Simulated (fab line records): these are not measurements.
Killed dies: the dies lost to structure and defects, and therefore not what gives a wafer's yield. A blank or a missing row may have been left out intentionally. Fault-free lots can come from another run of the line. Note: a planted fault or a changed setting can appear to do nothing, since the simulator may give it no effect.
Chamber matching || flow n5-finfet || N5_BEOL_M5_STRIP_36 on rie-diel-05: 4 sister chambers
The step strips in N2/H2. 8 wafers are shown with their chamber, then 11 later ones without.

== WAFERS PAIRED WITH THEIR CHAMBERS ==
{"wafer": "L083.4", "chamber": 3, "drypump-motor-current-A (A)": 5.96, "throttle-valve-pct (%)": 24.15}
{"wafer": "L087.3", "chamber": 3, "drypump-motor-current-A (A)": 5.96, "throttle-valve-pct (%)": 24.16}
{"wafer": "L087.4", "chamber": 1, "drypump-motor-current-A (A)": 5.77, "throttle-valve-pct (%)": 23.53}
{"wafer": "L087.6", "chamber": 0, "drypump-motor-current-A (A)": 5.51, "throttle-valve-pct (%)": 24.03}
{"wafer": "L089.1", "chamber": 2, "drypump-motor-current-A (A)": 5.33, "throttle-valve-pct (%)": 23.22}
{"wafer": "L089.2", "chamber": 0, "drypump-motor-current-A (A)": 5.51, "throttle-valve-pct (%)": 24.03}
{"wafer": "L089.6", "chamber": 2, "drypump-motor-current-A (A)": 5.33, "throttle-valve-pct (%)": 23.23}
{"wafer": "L091.4", "chamber": 1, "drypump-motor-current-A (A)": 5.78, "throttle-valve-pct (%)": 23.57}

== WAFERS WHOSE CHAMBER IS MISSING ==
{"wafer": "L091.5", "drypump-motor-current-A (A)": 5.34, "throttle-valve-pct (%)": 23.23}
{"wafer": "L091.6", "drypump-motor-current-A (A)": 5.79, "throttle-valve-pct (%)": 23.58}
{"wafer": "L093.1", "drypump-motor-current-A (A)": 5.78, "throttle-valve-pct (%)": 23.57}
{"wafer": "L093.2", "drypump-motor-current-A (A)": 5.53, "throttle-valve-pct (%)": 24.03}
{"wafer": "L093.5", "drypump-motor-current-A (A)": 5.74, "throttle-valve-pct (%)": 23.57}
{"wafer": "L094.1", "drypump-motor-current-A (A)": 5.32, "throttle-valve-pct (%)": 23.24}
{"wafer": "L094.3", "drypump-motor-current-A (A)": 5.52, "throttle-valve-pct (%)": 24.06}
{"wafer": "L094.5", "drypump-motor-current-A (A)": 5.92, "throttle-valve-pct (%)": 24.16}
{"wafer": "L097.2", "drypump-motor-current-A (A)": 5.33, "throttle-valve-pct (%)": 23.26}
{"wafer": "L097.3", "drypump-motor-current-A (A)": 5.77, "throttle-valve-pct (%)": 23.60}
{"wafer": "L097.5", "drypump-motor-current-A (A)": 5.33, "throttle-valve-pct (%)": 23.28}

== THE CHAMBER EACH PASSED THROUGH ==
{"wafer": "L091.5", "from the rows above": 2, "in truth": 2}
{"wafer": "L091.6", "from the rows above": 1, "in truth": 1}
{"wafer": "L093.1", "from the rows above": 1, "in truth": 1}
{"wafer": "L093.2", "from the rows above": 0, "in truth": 0}
{"wafer": "L093.5", "from the rows above": 1, "in truth": 1}
{"wafer": "L094.1", "from the rows above": 2, "in truth": 2}
{"wafer": "L094.3", "from the rows above": 0, "in truth": 0}
{"wafer": "L094.5", "from the rows above": 3, "in truth": 3}
{"wafer": "L097.2", "from the rows above": 2, "in truth": 2}
{"wafer": "L097.3", "from the rows above": 1, "in truth": 1}
{"wafer": "L097.5", "from the rows above": 2, "in truth": 2}
11 of 11 placed correctly. Left unplaced by these rows: 0. Number placed wrongly: 0.
How it was worked out, from the rows above alone: a wafer's distance from a chamber is the root of the sum, over the readings, of the square of ((its reading less the chamber's mean) divided by the reading's scatter). The wafer belongs to the nearest chamber; if the next one is less than 2 further off, it can't be placed. The mean given for a chamber averages the wafers shown for that chamber. The scatter: the root of (the sum of the squares of (reading less its chamber's mean) over the shown wafers, divided by (wafers less chambers)).
